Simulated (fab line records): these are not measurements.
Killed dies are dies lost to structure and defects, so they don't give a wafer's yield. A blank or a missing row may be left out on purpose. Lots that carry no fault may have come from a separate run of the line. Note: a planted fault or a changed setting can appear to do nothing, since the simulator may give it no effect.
A struck lot beside a sound one :: flow n5 finfet :: 15 steps out of a route of 1938
Sound: wafers L905.1, L905.3, L905.5. Struck: wafer L915.1; the same lot's L915.3 was not struck, so it is left out; see the end for the cause.
Each step with rows lists, per side, the tool, then ch with its chambers, then its first start. Under that, the readings that differ: sound wafers :: struck wafers :: difference of the means :: sigmas: that difference in standard deviations of wafers without a fault.
alike: a reading whose means differ by less than 2 such deviations, as well as words and numbers matching on both sides. not compared: withheld readings; readings where some wafer has no value; bounds like >300 that might hide an equal value; numbers whose values overlap and for which the record gives no deviation.
A row with sigmas, a row that says differs or no value, or rows on one side alone: a step with any of these is where the two part. Numbers that don't overlap but have no deviation are shown without sigmas and don't part them. A reading that every wafer of one side lacks parts them only if that side has two wafers or more.

first, 8 steps without rows for these wafers: N5_BEOL_M10_COAT_59 (time 60 s, resist thk 100 nm); N5_BEOL_M10_COAT_60 (time 60 s, resist thk 30 nm); N5_BEOL_M10_COAT_05 (resist thk 90 nm); N5_BEOL_M10_EBR_07; N5_BEOL_M10_SOFTBAKE_06 (time 60 s); N5_BEOL_M10_EXPOSE_08 (exposes mask M10); N5_BEOL_M10_PEB_09 (peb time 60 s); N5_BEOL_M10_DEVELOP_10 (develop time 30 s).
N5_BEOL_M10_CD_MEAS_11 targets a cd of 64.1 nm.
  sound on cd sem-02 ch 0, day 16 00:44; struck on cd sem-03 ch 0, day 20 08:26
reading: cd nm (nm)
sound: 63.9 63.4 63.1
struck: 64.6
difference: +1.1
sigmas: +2
N5_BEOL_M10_OVL_MEAS_12:
  sound on overlay-02 ch 0, day 16 00:46; struck on overlay-01 ch 0, day 20 08:28
  alike: M10_OVL
N5_BEOL_M10_INSPECT_13: inspects for defects (brightfield).
  sound: defect inspect-02 at day 16 00:47; struck: defect inspect-01 at day 20 08:30
  alike: raw defect count
N5_BEOL_M10_DESCUM_16: chemistry O2, time 7.9 s.
  sound on rie diel-06 ch 0,2, day 16 00:50; struck on rie diel-06 ch 2, day 20 08:32
  alike: drypump motor current A, oes product au, rf vpp V, showerhead plenum p Torr, throttle valve pct
  not compared: rf hours counter h
N5_BEOL_M10_ETCH_61: etches SiARC in CF4, target depth 39 nm, time 65 s.
  sound on rie diel-06 ch 0,2, day 16 00:52; struck on rie diel-06 ch 2, day 20 08:34
reading: etch rf on time s (s)
sound: 63.4 67.3 67.4
struck: 46.8
difference: -19.2
sigmas: -10

reading: oes product au (a.u.)
sound: 0.73 0.58 0.58
struck: 0.92
difference: +0.29
sigmas: +4
  alike: drypump motor current A, rf vpp V, showerhead plenum p Torr, throttle valve pct
  not compared: rf hours counter h
N5_BEOL_M10_ETCH_62: etches SOC in N2/H2, target depth 110 nm, overetch 22 nm, time 165 s.
  sound on rie diel-06 ch 0,2, day 16 00:55; struck on rie diel-06 ch 2, day 20 08:37
reading: oes product au (a.u.)
sound: 0.72 0.58 0.59
struck: 0.76
difference: +0.13
sigmas: +2
  alike: drypump motor current A, h2 flow sccm, rf vpp V, showerhead plenum p Torr, throttle valve pct
  not compared: rf hours counter h
after that, 1 step had no rows for these wafers: N5_PASSIVATION_PROBE_49.

## WHERE THEY PART
Last at N5_BEOL_M10_ETCH_62 as far as this record goes, first at N5_BEOL_M10_CD_MEAS_11.

WHY: the cause the simulator had injected
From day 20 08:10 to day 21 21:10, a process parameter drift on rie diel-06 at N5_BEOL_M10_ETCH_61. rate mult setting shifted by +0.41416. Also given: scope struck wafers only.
